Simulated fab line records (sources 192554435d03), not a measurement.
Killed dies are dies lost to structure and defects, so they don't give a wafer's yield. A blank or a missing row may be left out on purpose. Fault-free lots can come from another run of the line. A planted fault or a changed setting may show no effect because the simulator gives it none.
fab line records -- flow n5_finfet
record lots=4, wafers=12, last_day=17
route steps=1938 shown BEOL_M4@1099 BEOL_M5@1112 PASSIVATION@1936
lots untouched by any fault: they come from a run of this same line in which no faults occurred
start_h: hours from the record's opening day to when the first of the lot's shown wafers began -- wait_h: time in hours since the lot's previous step -- " identical to the entry in the row above -- L1.1+2: a single row standing in for several wafers -- - no value, or no start given -- * or withheld: withheld -- < > ~ a bound
route shown NAME@n: a module of which the file shows steps, and the number in the route of the first -- usual: mean and standard deviation over wafers with no fault -- same: alike in all rows -- chamber/n: place in a boat -- sites: readings site by site -- _std_site: standard deviation of those values -- _edge_site: outer sites' mean less inner sites' -- radius_mm: for every site, how far away it sits from the centre of the wafer -- mask NAME#n: copy n -- behind: tool/chamber where the wafer was last shaped -- hold: cause of the lot's hold/its duration in hours/its outcome -- device: whichever transistor did not switch (one of n, p or np) -- end of line: tests run on the same wafers once the route is complete -- a step with no rows: only its recipe -- killed: the dies lost at the first sort to structure and to defects; this is not the yield of the wafer -- map: a wafer's dies, x killed, . not, _ none there
set.NAME: the run value of the setting; set.NAME@STEP: its run value at that earlier step -- model.NAME: the simulator's own value behind a step, which no gauge read
a table for each step, a row for each wafer; lots at some steps of the route
services: a tool's chamber out of use, with start hour (start_h, from the record's first day; less than 0 if before it), hours out, and reason
## steps
# step N5_BEOL_M4_ANNEAL_95
# recipe temp_c=400, time_s=240, ambient=vacuum
# step N5_BEOL_M4_SPUTTER_96
# recipe material=Cu, target_thk_a=45, temp_c=-20, chamber_pressure_pa=0.07, power_w=withheld, time_s=8.29
# step N5_BEOL_M4_ECD_50
# recipe material=Cu, target_thk_a=3000
# step N5_BEOL_M4_ANNEAL_51
# recipe temp_c=225, time_s=90, ambient=N2
# step N5_BEOL_M4_CMP_52
# recipe stop_on=SiOC, t_overpolish_s=6.8, down_force_psi=1, platen_rpm=50, clearing_platen_down_force_psi=1.5, clearing_platen_rpm=50, post_cmp_clean=cu_alkaline, target_thk_nm=40, clearing_platen_pad_velocity_m_s=0.99484, pad_velocity_m_s=0.99484
# step N5_BEOL_M4_PRE_CLEAN_60
# recipe gas=NH3/H2, time_s=15, temp_c=*, rf_power_w=300
# step N5_BEOL_M4_CO_CAP_55
# recipe material=Co, target_thk_a=20, temp_c=200, precursor=CCTBA/H2, pressure_torr=30, time_s=102.1
# step N5_BEOL_M4_PRE_CLEAN_56
# recipe gas=NH3, time_s=15, temp_c=withheld, rf_power_w=300
# step N5_BEOL_M4_DEP_57
# recipe material=SiCN, target_thk_a=80, temp_c=withheld, precursor=3MS/NH3, pressure_torr=3, rf_w=202, time_s=14
# step N5_BEOL_M4_RC_MEAS_101
# usual DIBL_N=36.7/2.4, DIBL_P=37.4/2.9, IOFF_N=0.18/0.05, IOFF_P=0.23/0.058, ION_N=683/16, ION_P=467/11, SS_N=71.7/0.77, SS_P=73.5/0.87, VT_N=249/4.3, VT_P=-250/4.4
lot.wafer,tool,chamber,start_h,wait_h,DIBL_N[mV/V],DIBL_P[mV/V],IOFF_N[nA/um],IOFF_P[nA/um],ION_N[uA/um],ION_P[uA/um],SS_N[mV/dec],SS_P[mV/dec],VT_N[mV],VT_P[mV]
L105.3,prober-02,0,181.52,0.3,32.5,33.2,0.10,0.16,660,474,71.3,72.9,258,-255
L105.4,prober-02,0,181.52,0.3,35.6,35.8,0.14,0.21,668,470,71.3,73.1,251,-251
L105.6,prober-02,0,181.52,0.3,34.0,34.4,0.12,0.17,673,469,71.2,73.4,253,-252
L117.1,prober-01,0,251.47,0.0,34.5,33.6,0.14,0.18,670,458,71.1,72.3,254,-251
L117.2,prober-01,0,251.47,0.0,39.5,40.5,0.26,0.28,701,471,72.4,74.9,245,-247
L117.5,prober-01,0,251.47,0.0,37.0,37.1,0.21,0.22,695,464,71.6,73.4,245,-251
L116.2,prober-02,0,251.57,0.2,36.3,35.6,0.15,0.19,677,462,71.0,72.3,247,-252
L116.4,prober-02,0,251.57,0.2,33.9,34.7,0.14,0.20,696,478,70.7,72.1,247,-248
L116.5,prober-02,0,251.57,0.2,36.3,36.5,0.15,0.21,682,472,70.6,73.5,245,-246
L125.1,prober-02,0,300.75,0.0,39.2,41.2,0.25,0.27,742,491,72.1,73.9,240,-246
L125.5,prober-02,0,300.75,0.0,35.5,35.9,0.14,0.17,669,446,70.9,72.1,249,-254
L125.6,prober-02,0,300.75,0.0,38.0,39.7,0.21,0.23,699,470,71.5,73.7,247,-252
# step N5_BEOL_M5_ILD_DEP_00
# recipe material=SiCOH_lowk, target_thk_a=1406.4, temp_c=300, precursor=DEMS/porogen, pressure_torr=5, rf_w=500, time_s=25.9
# step N5_BEOL_M5_CURE_79
# recipe temp_c=385, time_s=240, ambient=He/Ar, material=SiCOH_lowk
# step N5_BEOL_M5_PECVD_70
# recipe material=SiO2, target_thk_a=160, temp_c=400, precursor=TEOS/O2, pressure_torr=5.5, rf_w=450, teos_flow_sccm=53.8, gas=O2, flow_sccm=3000, time_s=18
# step N5_BEOL_M5_HM_DEP_02
# recipe material=TiN, target_thk_a=200, temp_c=25, chamber_pressure_pa=0.49996
# step N5_BEOL_M5_COAT_59
# recipe resist=SOC, temp_c=250, time_s=60, spin_rpm=1500, resist_thk_nm=60
# step N5_BEOL_M5_COAT_60
# recipe resist=SiARC, temp_c=220, time_s=60, spin_rpm=1500, resist_thk_nm=12
# step N5_BEOL_M5_COAT_71
# recipe resist=underlayer, temp_c=205, time_s=60, spin_rpm=1500, resist_thk_nm=5
# step N5_BEOL_M5_COAT_05
# recipe resist=CAR-EUV, spin_rpm=1500, resist_thk_nm=30
# step N5_BEOL_M5_EBR_07
# recipe solvent=PGMEA, ebr_width_mm=1.5
# step N5_BEOL_M5_SOFTBAKE_06
# recipe temp_c=110, time_s=60, resist=CAR-EUV
# step N5_BEOL_M5_EXPOSE_08
# recipe mask_id=M5, na=0.33, source_shape=annular, sigma_inner=0.4, sigma_outer=0.8, polarization=unpolarized, target_cd_nm=28, dose_mj=35.75
# step N5_BEOL_M5_PEB_09
# recipe peb_temp_c=100, peb_time_s=60, resist=CAR-EUV
# step N5_BEOL_M5_DEVELOP_10
# recipe develop_time_s=30, developer=TMAH, resist=CAR-EUV, rinse_liquid=surfactant_rinse, dry=air_spin, dev_temp_c=23
# step N5_BEOL_M5_DESCUM_16
# recipe chemistry=O2, time_s=7, source_power_w=50, bias_power_w=20, pressure_mtorr=20, rf_frequency_hz=2.712e+07, temp_c=40, resist=CAR-EUV, o2_flow_sccm=225
# step N5_BEOL_M5_ETCH_72
# recipe chemistry=N2/H2, target=underlayer, target_depth_a=65, mask_material=CAR-EUV, time_s=5.2, ion_energy_ev=200, pressure_mtorr=30, source_w=840, bias_w=150, n2_flow_sccm=200, h2_flow_sccm=200, ends=cleared
# step N5_BEOL_M5_ETCH_61
# recipe chemistry=CF4, target=SiARC, target_depth_a=156, mask_material=CAR-EUV, time_s=26, ion_energy_ev=80, pressure_mtorr=40, source_w=545, bias_w=36, Ar_flow_sccm=100, cf4_flow_sccm=100, ends=cleared
# step N5_BEOL_M5_ETCH_62
# recipe chemistry=N2/H2, target=SOC, target_depth_a=750, overetch_a=150, mask_material=SiARC, temp_c=40, time_s=112.5, ion_energy_ev=200, pressure_mtorr=30, source_w=840, bias_w=150, n2_flow_sccm=200, h2_flow_sccm=200
# step N5_BEOL_M5_STRIP_63
# recipe chemistry=N2/H2, temp_c=40, n2_flow_sccm=200, h2_flow_sccm=200, rf_frequency_hz=6e+07
# step N5_BEOL_M5_STRIP_73
# recipe chemistry=N2/H2, temp_c=40, n2_flow_sccm=200, h2_flow_sccm=200, rf_frequency_hz=6e+07
# step N5_BEOL_M5_STRIP_64
# recipe chemistry=CF4, resist=SiARC, power_w=300, bias_power_w=75, pressure_mtorr=50, cf4_flow_sccm=150, rf_frequency_hz=6e+07
# step N5_BEOL_M5_HM_OPEN_17
# recipe chemistry=Cl2/BCl3, target_depth_a=200, overetch_a=60, target=TiN, mask_material=SOC, ion_energy_ev=150, pressure_mtorr=10, icp_w=1000, bias_w=126, Cl2_flow_sccm=53.25, bcl3_flow_sccm=21.75, Ar_flow_sccm=25
# step N5_BEOL_M5_STRIP_19
# recipe chemistry=O2, power_w=400, temp_c=40, pressure_mtorr=30, rf_frequency_hz=6e+07, bias_power_w=0, overash_fraction=0.2, o2_flow_sccm=225
# step N5_BEOL_M5_COAT_65
# recipe resist=SOC, temp_c=250, time_s=60, spin_rpm=1500, resist_thk_nm=60
# step N5_BEOL_M5_COAT_66
# recipe resist=SiARC, temp_c=220, time_s=60, spin_rpm=1500, resist_thk_nm=12
# step N5_BEOL_M5_CMP_52
# recipe stop_on=SiCOH_lowk, t_overpolish_s=6.9, down_force_psi=1, platen_rpm=50, clearing_platen_down_force_psi=1.5, clearing_platen_rpm=50, post_cmp_clean=cu_alkaline, target_thk_nm=62, clearing_platen_pad_velocity_m_s=0.99484, pad_velocity_m_s=0.99484
# usual barrier_field_endpoint_s=24.4/0.69, clearing_platen_down_force_psi=1.4997/0.003, motor_current_A=6.2/0.71, overpolish_run_s=6.900/0.0091, platen_rpm=50.00/0.034, time_to_endpoint_s=62/3.5
lot.wafer,tool,chamber,start_h,wait_h,barrier_field_endpoint_s,clearing_platen_down_force_psi,motor_current_A,overpolish_run_s,platen_rpm,time_to_endpoint_s,model.Cu_of_BEOL_M5_ECD_50.thk_nm,model.SiO2_of_BEOL_M5_PECVD_70.thk_nm,model.SiCOH_lowk_of_BEOL_M5_ILD_DEP_00.thk_nm
L105.4,cmp-01,2,194.49,0.2,24.8,1.5000,6.6,6.905,49.99,63,59.6,0,119.2
L105.3,cmp-01,3,194.49,0.2,24.1,1.5005,5.4,6.919,50.02,59,59,0,118.4
L105.6,cmp-01,2,194.49,0.2,25.1,1.4930,6.7,6.896,50.00,64,60.4,0,116.8
L116.2,cmp-01,3,262.86,0.2,-,-,-,-,-,-,301.4,15.6,117.8
L116.4,cmp-01,1,262.86,0.2,-,-,-,-,-,-,304.6,16.2,119.4
L116.5,cmp-01,0,262.86,0.2,-,-,-,-,-,-,304.4,16.2,124
L117.1,cmp-01,3,264.74,0.3,-,-,-,-,-,-,300,15.6,115.8
L117.2,cmp-01,2,264.74,0.3,-,-,-,-,-,-,295.4,15.4,118.8
L117.5,cmp-01,3,264.74,0.3,-,-,-,-,-,-,299.6,15.6,122
L125.1,cmp-01,2,313.29,0.3,24.7,1.4993,6.6,6.907,49.96,63,60.4,0,116.4
L125.5,cmp-01,1,313.29,0.3,23.8,1.4976,5.5,6.896,50.02,60,59.8,0,117.4
L125.6,cmp-01,2,313.29,0.3,24.6,1.4984,6.8,6.887,50.05,62,61.6,0,116.8
# step N5_BEOL_M5_THK_MEAS_53
# recipe thk_meas_gauge=xrf, reads=Cu_of_BEOL_M5_ECD_50
# usual M5_THK=61.3/1.8
lot.wafer,tool,chamber,start_h,wait_h,M5_THK[nm]
L105.3,film_metro-01,-,194.75,-,59.4
L105.4,film_metro-01,-,194.75,-,60.2
L105.6,film_metro-01,-,194.75,-,61.1
L116.2,film_metro-01,-,263.15,0.3,302.9
L116.4,film_metro-01,-,263.15,0.3,307.4
L116.5,film_metro-01,-,263.15,0.3,307.9
L117.1,film_metro-02,-,265.04,0.3,304.5
L117.2,film_metro-02,-,265.04,0.3,299.4
L117.5,film_metro-02,-,265.04,0.3,303.8
L125.1,film_metro-02,-,313.55,-,60.4
L125.5,film_metro-02,-,313.55,-,59.6
L125.6,film_metro-02,-,313.55,-,61.6
# step N5_BEOL_M5_RS_MEAS_57
# recipe thk_meas_gauge=four-point-probe, reads=Co_of_BEOL_M5_CO_CAP_78+Cu_of_BEOL_M5_ECD_50+Co_of_BEOL_M5_CVD_47+TaN_of_BEOL_M5_ALD_86
# usual M5_RS=0.395/0.014
lot.wafer,tool,chamber,start_h,wait_h,M5_RS[ohm/sq]
L105.3,film_metro-01,-,195.01,0.1,0.411
L105.4,film_metro-01,-,195.01,0.1,0.406
L105.6,film_metro-01,-,195.01,0.1,0.398
L116.2,film_metro-02,-,263.41,0.1,0.054
L116.4,film_metro-02,-,263.41,0.1,0.053
L116.5,film_metro-02,-,263.41,0.1,0.053
L117.1,film_metro-01,-,265.30,0.0,0.054
L117.2,film_metro-01,-,265.30,0.0,0.055
L117.5,film_metro-01,-,265.30,0.0,0.054
L125.1,film_metro-02,-,313.82,0.0,0.399
L125.5,film_metro-02,-,313.82,0.0,0.404
L125.6,film_metro-02,-,313.82,0.0,0.390
# step N5_BEOL_M5_INSPECT_58
# recipe inspect_instrument=darkfield, mode=post_dep
# usual raw_defect_count=67/22
lot.wafer,tool,chamber,start_h,wait_h,raw_defect_count
L105.3,defect_inspect-02,-,195.04,0.0,54
L105.4,defect_inspect-02,-,195.04,0.0,64
L105.6,defect_inspect-02,-,195.04,0.0,68
L116.2,defect_inspect-02,-,263.44,0.0,1978
L116.4,defect_inspect-02,-,263.44,0.0,1984
L116.5,defect_inspect-02,-,263.44,0.0,1973
L117.1,defect_inspect-01,-,265.32,0.0,1980
L117.2,defect_inspect-01,-,265.32,0.0,2006
L117.5,defect_inspect-01,-,265.32,0.0,2050
L125.1,defect_inspect-01,-,313.85,0.0,53
L125.5,defect_inspect-01,-,313.85,0.0,75
L125.6,defect_inspect-01,-,313.85,0.0,59
# step N5_PASSIVATION_PROBE_49
# usual defect_limited_yield=91.4/1.6, killed_at_M0_to_M3=31/11, killed_at_M4_up=14/5.7, killed_at_contacts=12/6, killed_at_front_end=41/13, killed_at_other=3.3/2.8, killed_dies=101/19, killed_on_rim=13/3.9, killed_open=67/14, killed_short=33/8.2, sort_bin_5_function=5.0/1.1, sort_bin_6_memory=3.3/0.74, sort_n_pass=1078/20, sort_yield_pct=91.3/1.7
# same gross_dies=1180, killed_at_back_side=0, sort_bin_4_leakage[%]=0, sort_bin_8_speed[%]=0
lot.wafer,tool,chamber,start_h,wait_h,defect_limited_yield[%],killed_at_M0_to_M3,killed_at_M4_up,killed_at_contacts,killed_at_front_end,killed_at_other,killed_dies,killed_on_rim,killed_open,killed_short,sort_bin_5_function[%],sort_bin_6_memory[%],sort_n_pass,sort_yield_pct[%]
L105.3,prober-02,-,285.09,0.1,91.4,32,15,6,48,1,102,16,57,44,5.2,3.3,1078,91.4
L105.4,prober-02,-,285.14,0.2,94.3,23,10,8,24,2,67,8,48,18,4.0,1.6,1113,94.3
L105.6,prober-02,-,285.24,0.3,91.8,36,22,10,25,4,97,13,56,36,4.2,3.5,1083,91.8
L116.2,prober-02,-,360.31,0.1,0,36,1082,17,37,8,1180,152,68,36,5.5,3.1,0,0
L116.4,prober-02,-,360.41,0.2,0,23,1100,10,37,10,1180,152,67,39,4.8,3.8,0,0
L116.5,prober-02,-,360.46,0.2,0,34,1096,13,32,5,1180,152,65,38,5.2,3.3,0,0
L117.1,prober-01,-,364.60,0.0,0,13,1131,10,22,4,1180,152,39,14,2.6,1.6,0,0
L117.2,prober-01,-,364.65,0.1,0,16,1130,6,26,2,1180,152,33,28,3.3,1.9,0,0
L117.5,prober-01,-,364.80,0.2,0,33,1085,10,52,0,1180,152,71,32,5.1,3.4,0,0
L125.1,prober-01,-,417.12,0.0,92.2,20,15,23,33,1,92,12,57,34,4.4,3.1,1088,92.2
L125.5,prober-01,-,417.32,0.2,90.0,25,17,17,51,8,118,21,79,37,5.8,4.0,1062,90.0
L125.6,prober-01,-,417.37,0.3,88.7,32,26,12,57,6,133,12,90,43,5.4,5.6,1047,88.7
# killed by level:class
L105.3 BEOL_M0_SAQP:geometric_particle:short=9 FIN_SAQP:geometric_particle:short=8 GATE_CUT:geometric_particle:open=8 BEOL_M0_SAQP:geometric_particle:open=7 BEOL_M2:geometric_particle:open=7 FIN_SAQP:geometric_particle:open=6 BEOL_M4:geometric_particle:open=6 BEOL_M4:geometric_particle:short=5
L105.4 BEOL_M2:geometric_particle:open=8 MOL_CONTACT_COAG:geometric_particle:open=7 BEOL_M4:geometric_particle:open=6 STARTING-WAFER:geometric_particle:open=6 BEOL_M0_SAQP:geometric_particle:open=5 BEOL_M0_SAQP:geometric_particle:short=5 FIN_SAQP:geometric_particle:open=3 GATE_CUT:geometric_particle:short=3
L105.6 BEOL_M4:geometric_particle:open=13 BEOL_M0_SAQP:geometric_particle:short=11 BEOL_M3:geometric_particle:open=8 MOL_CONTACT_COAG:geometric_particle:open=7 BEOL_M0_SAQP:geometric_particle:open=7 BEOL_M2:geometric_particle:open=5 BEOL_M4:geometric_particle:short=5 FIN_SAQP:geometric_particle:open=3
L116.2 BEOL_M5:area_cmp=1076 MOL_CONTACT_COAG:geometric_particle:open=14 FIN_SAQP:geometric_particle:short=10 STI_FIN_REVEAL:geometric_particle:open=8 BEOL_M0_SAQP:geometric_particle:short=8 BEOL_M0_SAQP:geometric_particle:open=6 BEOL_M0:geometric_particle:open=6 BEOL_M3:geometric_particle:open=6
L116.4 BEOL_M5:area_cmp=1074 BEOL_M4:geometric_particle:open=11 MOL_CONTACT_COAG:geometric_particle:open=9 BEOL_M0_SAQP:geometric_particle:short=7 FIN_SAQP:geometric_particle:open=6 SPACER0:geometric_particle:open=5 BEOL_M4:geometric_particle:short=5 DUMMY_GATE:geometric_particle:open=4
L116.5 BEOL_M5:area_cmp=1076 BEOL_M0_SAQP:geometric_particle:short=10 MOL_CONTACT_COAG:geometric_particle:open=8 BEOL_M0_SAQP:geometric_particle:open=7 BEOL_M4:geometric_particle:open=6 FIN_SAQP:geometric_particle:open=5 BEOL_M3:geometric_particle:open=5 SPACER0:geometric_particle:short=5
L117.1 BEOL_M5:area_cmp=1127 MOL_CONTACT_COAG:geometric_particle:open=8 STI_FIN_REVEAL:geometric_particle:open=7 STARTING-WAFER:geometric_particle:short=5 BEOL_M2:geometric_particle:open=3 BEOL_M4:geometric_particle:open=3 MIM_BOT:geometric_particle:open=3 DUMMY_GATE:geometric_particle:open=2
L117.2 BEOL_M5:area_cmp=1118 FIN_SAQP:geometric_particle:short=5 BEOL_M3:geometric_particle:open=5 DUMMY_GATE:geometric_particle:open=4 MOL_CONTACT_COAG:geometric_particle:open=4 STI_FIN_REVEAL:geometric_particle:short=3 ILD0:geometric_particle:open=3 GATE_CUT:geometric_particle:short=3
L117.5 BEOL_M5:area_cmp=1077 STI_FIN_REVEAL:geometric_particle:open=15 FIN_SAQP:geometric_particle:open=12 FIN_SAQP:geometric_particle:short=11 BEOL_M3:geometric_particle:open=11 MOL_CONTACT_COAG:geometric_particle:open=8 BEOL_M0_SAQP:geometric_particle:short=8 BEOL_M0_SAQP:geometric_particle:open=8
L125.1 MOL_CONTACT_COAG:geometric_particle:open=16 FIN_SAQP:geometric_particle:open=8 MOL_CONTACT_COAG:geometric_particle:short=7 STARTING-WAFER:geometric_particle:short=6 BEOL_M4:geometric_particle:open=5 BEOL_M7:geometric_particle:open=5 BEOL_M1:geometric_particle:open=4 BEOL_M0_SAQP:geometric_particle:short=4
L125.5 MOL_CONTACT_COAG:geometric_particle:open=15 STI_FIN_REVEAL:geometric_particle:open=13 FIN_SAQP:geometric_particle:open=12 BEOL_M4:geometric_particle:open=10 BEOL_M0_SAQP:geometric_particle:short=8 FIN_SAQP:geometric_particle:short=6 STARTING-WAFER:geometric_particle:open=6 PASS1_CAP:geometric_particle:short=4
L125.6 FIN_SAQP:geometric_particle:open=18 MOL_CONTACT_COAG:geometric_particle:open=11 STI_FIN_REVEAL:geometric_particle:open=11 BEOL_M0_SAQP:geometric_particle:open=8 BEOL_M4:geometric_particle:open=7 FIN_SAQP:geometric_particle:short=6 BEOL_M0_SAQP:geometric_particle:short=6 BEOL_M4:geometric_particle:short=6
# map L116.2 (x killed, . not)
_________________xxxxxxxxxxxx________________
______________xxxxxxxxxxxxxxxxxx_____________
___________xxxxxxxxxxxxxxxxxxxxxxxx__________
__________xxxxxxxxxxxxxxxxxxxxxxxxxx_________
________xxxxxxxxxxxxxxxxxxxxxxxxxxxxxx_______
_______xxxxxxxxxxxxxxxxxxxxxxxxxxxxxxxx______
______xxxxxxxxxxxxxxxxxxxxxxxxxxxxxxxxxx_____
_____xxxxxxxxxxxxxxxxxxxxxxxxxxxxxxxxxxxx____
____xxxxxxxxxxxxxxxxxxxxxxxxxxxxxxxxxxxxxx___
___xxxxxxxxxxxxxxxxxxxxxxxxxxxxxxxxxxxxxxxx__
___xxxxxxxxxxxxxxxxxxxxxxxxxxxxxxxxxxxxxxxx__
__xxxxxxxxxxxxxxxxxxxxxxxxxxxxxxxxxxxxxxxxxx_
__xxxxxxxxxxxxxxxxxxxxxxxxxxxxxxxxxxxxxxxxxx_
_xxxxxxxxxxxxxxxxxxxxxxxxxxxxxxxxxxxxxxxxxxxx
_xxxxxxxxxxxxxxxxxxxxxxxxxxxxxxxxxxxxxxxxxxxx
_xxxxxxxxxxxxxxxxxxxxxxxxxxxxxxxxxxxxxxxxxxxx
_xxxxxxxxxxxxxxxxxxxxxxxxxxxxxxxxxxxxxxxxxxxx
_xxxxxxxxxxxxxxxxxxxxxxxxxxxxxxxxxxxxxxxxxxxx
_xxxxxxxxxxxxxxxxxxxxxxxxxxxxxxxxxxxxxxxxxxxx
_xxxxxxxxxxxxxxxxxxxxxxxxxxxxxxxxxxxxxxxxxxxx
_xxxxxxxxxxxxxxxxxxxxxxxxxxxxxxxxxxxxxxxxxxxx
__xxxxxxxxxxxxxxxxxxxxxxxxxxxxxxxxxxxxxxxxxx_
__xxxxxxxxxxxxxxxxxxxxxxxxxxxxxxxxxxxxxxxxxx_
___xxxxxxxxxxxxxxxxxxxxxxxxxxxxxxxxxxxxxxxx__
___xxxxxxxxxxxxxxxxxxxxxxxxxxxxxxxxxxxxxxxx__
____xxxxxxxxxxxxxxxxxxxxxxxxxxxxxxxxxxxxxx___
_____xxxxxxxxxxxxxxxxxxxxxxxxxxxxxxxxxxxx____
______xxxxxxxxxxxxxxxxxxxxxxxxxxxxxxxxxx_____
_______xxxxxxxxxxxxxxxxxxxxxxxxxxxxxxxx______
________xxxxxxxxxxxxxxxxxxxxxxxxxxxxxx_______
__________xxxxxxxxxxxxxxxxxxxxxxxxxx_________
___________xxxxxxxxxxxxxxxxxxxxxxxx__________
______________xxxxxxxxxxxxxxxxxx_____________
_________________xxxxxxxxxxxx________________
# map L117.1 (x killed, . not)
_________________xxxxxxxxxxxx________________
______________xxxxxxxxxxxxxxxxxx_____________
___________xxxxxxxxxxxxxxxxxxxxxxxx__________
__________xxxxxxxxxxxxxxxxxxxxxxxxxx_________
________xxxxxxxxxxxxxxxxxxxxxxxxxxxxxx_______
_______xxxxxxxxxxxxxxxxxxxxxxxxxxxxxxxx______
______xxxxxxxxxxxxxxxxxxxxxxxxxxxxxxxxxx_____
_____xxxxxxxxxxxxxxxxxxxxxxxxxxxxxxxxxxxx____
____xxxxxxxxxxxxxxxxxxxxxxxxxxxxxxxxxxxxxx___
___xxxxxxxxxxxxxxxxxxxxxxxxxxxxxxxxxxxxxxxx__
___xxxxxxxxxxxxxxxxxxxxxxxxxxxxxxxxxxxxxxxx__
__xxxxxxxxxxxxxxxxxxxxxxxxxxxxxxxxxxxxxxxxxx_
__xxxxxxxxxxxxxxxxxxxxxxxxxxxxxxxxxxxxxxxxxx_
_xxxxxxxxxxxxxxxxxxxxxxxxxxxxxxxxxxxxxxxxxxxx
_xxxxxxxxxxxxxxxxxxxxxxxxxxxxxxxxxxxxxxxxxxxx
_xxxxxxxxxxxxxxxxxxxxxxxxxxxxxxxxxxxxxxxxxxxx
_xxxxxxxxxxxxxxxxxxxxxxxxxxxxxxxxxxxxxxxxxxxx
_xxxxxxxxxxxxxxxxxxxxxxxxxxxxxxxxxxxxxxxxxxxx
_xxxxxxxxxxxxxxxxxxxxxxxxxxxxxxxxxxxxxxxxxxxx
_xxxxxxxxxxxxxxxxxxxxxxxxxxxxxxxxxxxxxxxxxxxx
_xxxxxxxxxxxxxxxxxxxxxxxxxxxxxxxxxxxxxxxxxxxx
__xxxxxxxxxxxxxxxxxxxxxxxxxxxxxxxxxxxxxxxxxx_
__xxxxxxxxxxxxxxxxxxxxxxxxxxxxxxxxxxxxxxxxxx_
___xxxxxxxxxxxxxxxxxxxxxxxxxxxxxxxxxxxxxxxx__
___xxxxxxxxxxxxxxxxxxxxxxxxxxxxxxxxxxxxxxxx__
____xxxxxxxxxxxxxxxxxxxxxxxxxxxxxxxxxxxxxx___
_____xxxxxxxxxxxxxxxxxxxxxxxxxxxxxxxxxxxx____
______xxxxxxxxxxxxxxxxxxxxxxxxxxxxxxxxxx_____
_______xxxxxxxxxxxxxxxxxxxxxxxxxxxxxxxx______
________xxxxxxxxxxxxxxxxxxxxxxxxxxxxxx_______
__________xxxxxxxxxxxxxxxxxxxxxxxxxx_________
___________xxxxxxxxxxxxxxxxxxxxxxxx__________
______________xxxxxxxxxxxxxxxxxx_____________
_________________xxxxxxxxxxxx________________
## services
tool,chamber,start_h,hours,kind
cmp-01,-,180.06,2.0,repair
cmp-01,-,259.28,1.8,repair
## key
first_sign step=N5_BEOL_M5_CMP_52, reading=tool_record, direction=missing
effect step=N5_BEOL_M5_THK_MEAS_53, reading=M5_THK, direction=up, sigmas=99+, usual=61.3, struck=304.3
effect step=N5_BEOL_M5_RS_MEAS_57, reading=M5_RS, direction=down, sigmas=25, usual=0.395, struck=0.054
effect step=N5_BEOL_M5_INSPECT_58, reading=raw_defect_count, direction=up, sigmas=89, usual=67, struck=1995
effect step=N5_PASSIVATION_PROBE_49, reading=killed_at_M4_up, direction=up, sigmas=99+, usual=14, struck=1104
model_effect step=N5_BEOL_M5_CMP_52, value=Cu_of_BEOL_M5_ECD_50.thk_nm, without=60.97, struck=300.9
more_kills_born_at N5_BEOL_M5_CMP_52@cmp-01=6548
met_at N5_BEOL_M5_CMP_52
struck_wafers L116.2,L116.4,L116.5,L117.1,L117.2,L117.5
later_rows_left_out L116.2,L116.4,L116.5,L117.1,L117.2,L117.5
onset_between 194.49 262.86
fault kind=skipped_step_whole, tool=cmp-01, chamber=-, onset_h=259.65, steps=N5_BEOL_M5_CMP_52, scope=struck_lots_only
# later_rows_left_out: the simulator's readings of these wafers behind a module that went badly wrong aren't trusted and aren't shown, but for the sort
